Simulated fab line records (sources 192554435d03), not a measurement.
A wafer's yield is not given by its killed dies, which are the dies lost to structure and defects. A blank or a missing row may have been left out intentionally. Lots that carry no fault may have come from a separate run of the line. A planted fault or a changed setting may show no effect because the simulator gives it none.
Lot-split experiment | flow n5Finfet | route with 1938 steps; 7 lots, 21 wafers read

## ON THE SPLIT
At N5_BEOL_M0_SAQP_EXPOSE_11 (exposes mask M0 CORE, target cd 42 nm), the setting doseMj was moved away from the recipe's 55 on 8 of the 21 wafers read, by -6.7% to +6.4%. For the rest of the wafers, this setting stayed at what the recipe calls for.

## FROM THE SPLIT TO THE READING: what the file shows between them, 2 steps
- N5_BEOL_M0_SAQP_PEB_12: peb time 60 s
- N5_BEOL_M0_SAQP_DEVELOP_13: develop time 30 s

## THE READING
Shown in nm: cdNm at N5_BEOL_M0_SAQP_CD_MEAS_14, with target cd 42.5 nm. A value of 42.5 nm with a standard deviation of 0.5 nm is what fault-free wafers of this fab line usually give.

wafer  | tool, chamber at the split | doseMj as run | against the recipe | cdNm, nm | against lot-mates on the recipe
L079.1 | arfiScanner-03, 0          | 55            | recipe             | 43.0     | -
L079.3 | arfiScanner-03, 0          | 52.48         | -4.6%              | 44.3     | +1.3
L079.5 | arfiScanner-03, 0          | 52.48         | -4.6%              | 44.1     | +1.1
L080.2 | arfiScanner-01, 0          | 55            | recipe             | 41.8     | -
L080.4 | arfiScanner-01, 0          | 58.35         | +6.1%              | 40.5     | -1.3
L080.5 | arfiScanner-01, 0          | 58.35         | +6.1%              | 41.1     | -0.7
L084.2 | arfiScanner-03, 0          | 55            | recipe             | 42.4     | -
L084.3 | arfiScanner-03, 0          | 51.32         | -6.7%              | 43.9     | +1.8
L084.4 | arfiScanner-03, 0          | 55            | recipe             | 41.9     | -
L089.2 | arfiScanner-02, 0          | 55            | recipe             | 43.2     | -
L089.3 | arfiScanner-02, 0          | 55            | recipe             | 42.5     | -
L089.6 | arfiScanner-02, 0          | 55            | recipe             | 43.1     | -
L091.3 | arfiScanner-03, 0          | 57.94         | +5.3%              | 41.3     | -1.8
L091.5 | arfiScanner-03, 0          | 55            | recipe             | 42.9     | -
L091.6 | arfiScanner-03, 0          | 55            | recipe             | 43.2     | -
L096.1 | arfiScanner-03, 0          | 55            | recipe             | 42.5     | -
L096.4 | arfiScanner-03, 0          | 57.92         | +5.3%              | 40.5     | -2.3
L096.5 | arfiScanner-03, 0          | 55            | recipe             | 43.1     | -
L097.2 | arfiScanner-01, 0          | 55            | recipe             | 42.7     | -
L097.4 | arfiScanner-01, 0          | 58.5          | +6.4%              | 41.4     | -1.1
L097.6 | arfiScanner-01, 0          | 55            | recipe             | 42.3     | -

FIT RESULTS
A straight line over all 21 wafers: cdNm changes by -0.277 nm for each +1% of doseMj; r = -0.91; the points scatter about the line by 0.47 nm.
The same after taking each lot's own level away (the mean of its wafers on the recipe; 21 wafers): -0.246 nm for each +1%; r = -0.92; scatter 0.39 nm.
Per that fit: largest doseMj move, reading shift of 1.6 nm.
Measured against the standard deviation above, the lots' own levels, which go from 41.80 to 43.05 nm, span 2.5 times it.
Thus the slope moves with the lot-to-lot level: the two fits are different.
Check: with one of the wafers moved furthest among these (-6.7%) left out of the fit, the line predicts +1.63 nm for it against its lot-mates. Against them it came out at +1.75 nm.

## FILE'S OWN FIT
cdNm changes by -0.259 nm for each +1% of doseMj, r = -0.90.
